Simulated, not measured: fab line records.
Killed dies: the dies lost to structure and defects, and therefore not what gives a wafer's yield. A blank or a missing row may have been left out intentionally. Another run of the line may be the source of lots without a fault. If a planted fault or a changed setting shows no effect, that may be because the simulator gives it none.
Chamber matching || flow n5Finfet || aldSin-03 running N5_STI_FIN_REVEAL_ALD_14: 4 sister chambers
The step deposits Si3N4, target thk 3 nm. 8 wafers are shown with their chamber, then 7 later ones without.

WAFERS PAIRED WITH THEIR CHAMBERS
{"wafer": "L076.1", "chamber": 0, "heaterPowerW (W)": 781}
{"wafer": "L085.1", "chamber": 3, "heaterPowerW (W)": 889}
{"wafer": "L085.6", "chamber": 2, "heaterPowerW (W)": 927}
{"wafer": "L086.1", "chamber": 1, "heaterPowerW (W)": 929}
{"wafer": "L086.2", "chamber": 0, "heaterPowerW (W)": 804}
{"wafer": "L086.3", "chamber": 2, "heaterPowerW (W)": 979}
{"wafer": "L093.1", "chamber": 1, "heaterPowerW (W)": 936}
{"wafer": "L093.2", "chamber": 3, "heaterPowerW (W)": 875}

WAFERS WHOSE CHAMBER IS MISSING
{"wafer": "L093.3", "heaterPowerW (W)": 951}
{"wafer": "L093.4", "heaterPowerW (W)": 788}
{"wafer": "L093.5", "heaterPowerW (W)": 956}
{"wafer": "L093.6", "heaterPowerW (W)": 875}
{"wafer": "L096.3", "heaterPowerW (W)": 952}
{"wafer": "L096.4", "heaterPowerW (W)": 878}
{"wafer": "L096.5", "heaterPowerW (W)": 946}

WHICH CHAMBER EACH WENT THROUGH
{"wafer": "L093.3", "from the rows above": "can't be placed: 2 or 1", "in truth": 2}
{"wafer": "L093.4", "from the rows above": 0, "in truth": 0}
{"wafer": "L093.5", "from the rows above": "can't be placed: 2 or 1", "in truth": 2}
{"wafer": "L093.6", "from the rows above": 3, "in truth": 3}
{"wafer": "L096.3", "from the rows above": "can't be placed: 2 or 1", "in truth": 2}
{"wafer": "L096.4", "from the rows above": 3, "in truth": 3}
{"wafer": "L096.5", "from the rows above": "can't be placed: 2 or 1", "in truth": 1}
Placed correctly: 3 of 7. Cannot be placed on the basis of these rows: 4; the candidates contain the true chamber in 4. Number placed wrongly: 0.
How it was worked out, from the rows above alone: a wafer's distance from a chamber is the root of the sum, over the readings, of the square of ((its reading less the chamber's mean) divided by the reading's scatter). If the next closest chamber is less than 2 further off than the closest, the wafer can't be placed; otherwise it belongs to the closest. Each chamber's mean is taken over the wafers shown for it. The scatter: take each reading less its chamber's mean, square it, sum over the shown wafers, divide by the number of wafers less the number of chambers, and take the root.
